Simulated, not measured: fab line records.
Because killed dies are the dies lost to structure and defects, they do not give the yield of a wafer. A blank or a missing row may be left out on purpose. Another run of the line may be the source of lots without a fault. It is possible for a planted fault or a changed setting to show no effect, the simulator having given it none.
fab line records | flow n5Finfet
[record] lots = 14 wafers = 36 lastDay = 19
route steps=1938 shown BEOL_M4@1098 BEOL_M5@1113
lots that met no fault: taken from a fault-free run of the same line
startH: hours from the record's opening day to when the first of the lot's shown wafers began | waitH: hours elapsed since this lot's preceding step | " the same as in the row above | L1.1+2: several wafers, shown together as one row | - no value, or no start given | * or withheld: withheld | < > ~ a bound
route shown NAME@n: NAME is a module with steps in the file, n the number in the route of the first one | usual: mean and standard deviation over wafers with no fault | same: alike in all rows | chamber/n: place in a boat | sites: per-site readings | _std_site: the values' standard deviation | _edge_site: outer sites' mean less inner sites' | radiusMm: how far each site lies from the wafer's centre | mask NAME#n: copy n | behind: tool/chamber where the wafer was last shaped | hold: why the lot was held/for how many hours/how that ended | device: the transistor (n, p or np) that didn't switch | end of line: the same wafers' tests at the end of the route | for a step that has no rows: nothing shown but its recipe | killed: the dies lost at the first sort to structure and to defects; this is not the yield of the wafer | map: the dies of a wafer, with x for killed, . for not killed, _ for no die there
set.NAME: the run value of the setting; set.NAME@STEP: its run value at that earlier step | model.NAME: the simulator's own value behind a step, which no gauge read
steps of the route over a sample of lots; a table a step, a row a wafer
services: a tool's chamber out of use, with start hour (startH, from the record's first day; less than 0 if before it), hours out, and reason
[[steps]]
[step N5_BEOL_M4_SPUTTER_94]
[recipe] material = Cu targetThkA = 45 tempC = -20 chamberPressurePa = 0.07 powerW = withheld timeS = 8.29
[usual] substrateTempC = -19.99/0.12 throttleValvePct = 29.7/1.3
// columns lot.wafer tool chamber startH waitH substrateTempC throttleValvePct
L561.2 pvdSputter-03 - 174.06 0.1 -20.01 29.0
L561.3 " - " " -19.82 27.9
L561.5 " - " " -19.91 29.3
L562.3 pvdSputter-03 - 184.58 0.1 -20.01 29.2
L562.4 " - " " -19.92 28.9
L564.1 pvdSputter-02 - 226.80 0.1 -20.00 31.4
L564.5 " - " " -20.12 28.7
L565.3 pvdSputter-03 - 231.78 0.1 -20.03 29.8
L565.6 " - " " -19.97 28.9
L563.1 pvdSputter-02 - 237.78 0.1 -19.87 31.4
L563.5 " - " " -20.13 29.0
L563.6 " - " " -20.18 31.3
L568.1 pvdSputter-02 - 246.16 0.1 -20.00 28.6
L568.2 " - " " -19.74 31.2
L568.4 " - " " -19.79 29.9
L567.1 pvdSputter-03 - 247.60 0.1 -20.08 27.6
L567.3 " - " " -19.79 28.8
L567.4 " - " " -20.18 29.5
L566.1 pvdSputter-03 - 255.06 0.1 -19.85 27.7
L566.2 " - " " -20.13 29.7
L571.2 pvdSputter-02 - 270.66 0.1 -20.13 31.3
L571.4 " - " " -20.14 31.3
L571.6 " - " " -20.13 31.3
L572.3 pvdSputter-02 - 274.21 0.1 -20.07 29.0
L572.5 " - " " -20.12 31.3
L572.6 " - " " -20.03 31.4
L580.1 pvdSputter-03 - 316.02 0.1 -20.06 28.9
L580.3 " - " " -19.84 29.0
L582.1 pvdSputter-02 - 330.58 0.1 -19.90 28.8
L582.5 " - " " -20.11 31.3
L582.6 " - " " -20.14 31.5
L583.3 pvdSputter-03 - 347.16 0.1 -20.16 29.0
L583.5 " - " " -20.20 28.8
L583.6 " - " " -19.96 28.1
L584.1 pvdSputter-01 - 347.37 0.1 -20.14 30.9
L584.4 " - " " -19.92 31.1
[step N5_BEOL_M4_ANNEAL_95]
[recipe] tempC = 400 timeS = 240 ambient = vacuum
[usual] heaterPowerW = 846/77
// columns lot.wafer tool chamber startH waitH heaterPowerW
L561.2 pvdSputter-03 - 174.14 0.0 876
L561.3 " - " " 768
L561.5 " - " " 858
L562.3 pvdSputter-03 - 184.66 0.0 903
L562.4 " - " " 859
L564.1 pvdSputter-02 - 226.88 0.0 938
L564.5 " - " " 791
L565.3 pvdSputter-03 - 231.86 0.0 859
L565.6 " - " " 855
L563.1 pvdSputter-02 - 237.86 0.0 940
L563.5 " - " " 779
L563.6 " - " " 788
L568.1 pvdSputter-02 - 246.24 0.0 797
L568.2 " - " " 954
L568.4 " - " " 754
L567.1 pvdSputter-03 - 247.68 0.0 759
L567.3 " - " " 859
L567.4 " - " " 860
L566.1 pvdSputter-03 - 255.14 0.0 775
L566.2 " - " " 840
L571.2 pvdSputter-02 - 270.74 0.0 772
L571.4 " - " " 948
L571.6 " - " " 950
L572.3 pvdSputter-02 - 274.29 0.0 784
L572.5 " - " " 945
L572.6 " - " " 785
L580.1 pvdSputter-03 - 316.10 0.0 854
L580.3 " - " " 887
L582.1 pvdSputter-02 - 330.66 0.0 785
L582.5 " - " " 784
L582.6 " - " " 938
L583.3 pvdSputter-03 - 347.24 0.0 850
L583.5 " - " " 842
L583.6 " - " " 787
L584.1 pvdSputter-01 - 347.45 0.0 922
L584.4 " - " " 1090
[step N5_BEOL_M5_CURE_79]
[recipe] tempC = 385 timeS = 240 ambient = He/Ar material = SiCOH_lowk
[usual] lampPowerPct = 52.31/0.059 wafer_temp_C_max = 387.2/0.69
// columns lot.wafer tool chamber startH waitH lampPowerPct wafer_temp_C_max
L561.2 uvCure-02 2 176.84 0.1 52.35 387.4
L561.3 " 2 " " 52.36 387.3
L561.5 " 2 " " 52.34 387.2
L562.3 uvCure-03 1 187.29 0.2 52.22 387.7
L562.4 " 1 " " 52.30 386.9
L564.1 uvCure-02 1 229.52 0.4 52.33 387.3
L564.5 " 1 " " 52.32 387.6
L565.3 uvCure-02 0 234.36 0.2 52.31 386.4
L565.6 " 0 " " 52.34 386.8
L563.1 uvCure-03 2 240.13 0.0 52.41 387.3
L563.5 " 2 " " 52.37 387.8
L563.6 " 2 " " 52.35 388.0
L568.1 uvCure-01 0 248.52 0.0 52.29 386.3
L568.2 " 0 " " 52.33 385.8
L568.4 " 0 " " 52.31 386.7
L567.1 uvCure-02 0 250.00 0.0 52.25 386.2
L567.3 " 0 " " 52.35 386.5
L567.4 " 0 " " 52.32 385.8
L566.1 uvCure-02 1 257.82 0.0 52.32 387.8
L566.2 " 1 " " 52.25 387.4
L571.2 uvCure-03 2 273.11 0.1 52.38 387.9
L571.4 " 2 " " 52.25 387.9
L571.6 " 2 " " 52.29 387.0
L572.3 uvCure-02 2 276.76 0.2 52.31 388.1
L572.5 " 2 " " 52.30 386.7
L572.6 " 2 " " 52.37 387.9
L580.1 uvCure-01 0 318.50 0.1 52.46 386.8
L580.3 " 0 " " 52.30 386.5
L582.1 uvCure-02 0 332.99 0.0 52.33 386.6
L582.5 " 0 " " 52.31 386.9
L582.6 " 0 " " 52.24 386.2
L583.3 uvCure-03 2 349.71 0.2 52.32 386.9
L583.5 " 2 " " 52.31 387.5
L583.6 " 2 " " 52.30 387.7
L584.1 uvCure-03 1 350.48 0.0 52.22 387.6
L584.4 " 1 " " 52.34 387.1
[step N5_BEOL_M5_COAT_59]
[recipe] resist = SOC tempC = 250 timeS = 60 spinRpm = 1500 resistThkNm = 60
[usual] spinSpeedRpm = 1500.1/1.1
// columns lot.wafer tool chamber startH waitH spinSpeedRpm
L561.2 lithoTrack-02 0 178.70 0.1 1498.8
L561.3 " 0 " " 1499.3
L561.5 " 0 " " 1500.9
L562.3 lithoTrack-05 0 188.23 0.1 1501.4
L562.4 " 0 " " 1499.2
L564.1 lithoTrack-02 0 231.73 0.1 1500.5
L564.5 " 0 " " 1500.0
L565.3 lithoTrack-02 0 235.35 0.1 1501.1
L565.6 " 0 " " 1500.3
L563.1 lithoTrack-05 0 242.04 0.1 1501.9
L563.5 " 0 " " 1498.7
L563.6 " 0 " " 1500.9
L568.1 lithoTrack-03 0 251.92 0.1 1499.8
L568.2 " 0 " " 1498.9
L568.4 " 0 " " 1500.0
L567.1 lithoTrack-02 0 252.60 0.1 1500.4
L567.3 " 0 " " 1501.9
L567.4 " 0 " " 1500.7
L566.1 lithoTrack-02 0 259.39 0.1 1499.9
L566.2 " 0 " " 1499.3
L571.2 lithoTrack-03 0 275.34 0.1 1009.8
L571.4 " 0 " " 1011.4
L571.6 " 0 " " 1010.9
L572.3 lithoTrack-03 0 279.24 0.1 1009.3
L572.5 " 0 " " 1010.1
L572.6 " 0 " " 1010.8
L580.1 lithoTrack-05 0 321.02 0.1 1499.7
L580.3 " 0 " " 1500.0
L582.1 lithoTrack-03 0 336.31 0.1 1498.7
L582.5 " 0 " " 1500.1
L582.6 " 0 " " 1501.2
L583.3 lithoTrack-03 0 351.20 0.1 1500.0
L583.5 " 0 " " 1500.3
L583.6 " 0 " " 1499.7
L584.1 lithoTrack-05 0 352.52 0.1 1499.5
L584.4 " 0 " " 1499.4
[[services]]
// columns tool chamber startH hours kind
pvdSputter-01 - 155.00 1.1 repair
uvCure-02 - 159.66 4.5 pm
pvdSputter-01 - 161.50 48.4 repair
uvCure-03 - 164.04 2.8 repair
uvCure-03 - 170.33 7.5 pm
uvCure-03 - 183.44 1.0 pm
uvCure-02 - 199.83 6.7 repair
uvCure-01 - 217.17 13.8 repair
uvCure-03 - 242.79 2.1 pm
lithoTrack-02 - 284.43 - consumableReplace:filter
uvCure-03 - 331.72 6.1 repair
uvCure-02 - 352.21 2.4 repair
uvCure-01 - 352.35 2.4 repair
[[key]]
[firstSign] step = N5_BEOL_M5_COAT_59 reading = spinSpeedRpm direction = down sigmas = 99+ usual = * struck = *
effect none on later readings
metAt N5_BEOL_M5_COAT_59
struckLots L571,L572
[baselineLoss] step = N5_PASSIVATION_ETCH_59 wafers = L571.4
[baselineLoss] step = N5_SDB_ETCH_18 wafers = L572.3
notActingAt N5_BEOL_M4_SPUTTER_94,N5_BEOL_M4_ANNEAL_95,N5_BEOL_M5_CURE_79
onsetBetween 251.92 275.34
[fault] kind = processParameterDrift tool = lithoTrack-03 chamber = - onsetH = 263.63 steps = N5_BEOL_M5_COAT_59 channel = spinRpm offset = * shape = step endH = 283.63 actsIn = * stated = *
// baselineLoss: these wafers lose ten dies or more at that step, a loss of the line's own and not of a fault; the sort's usual values leave them out
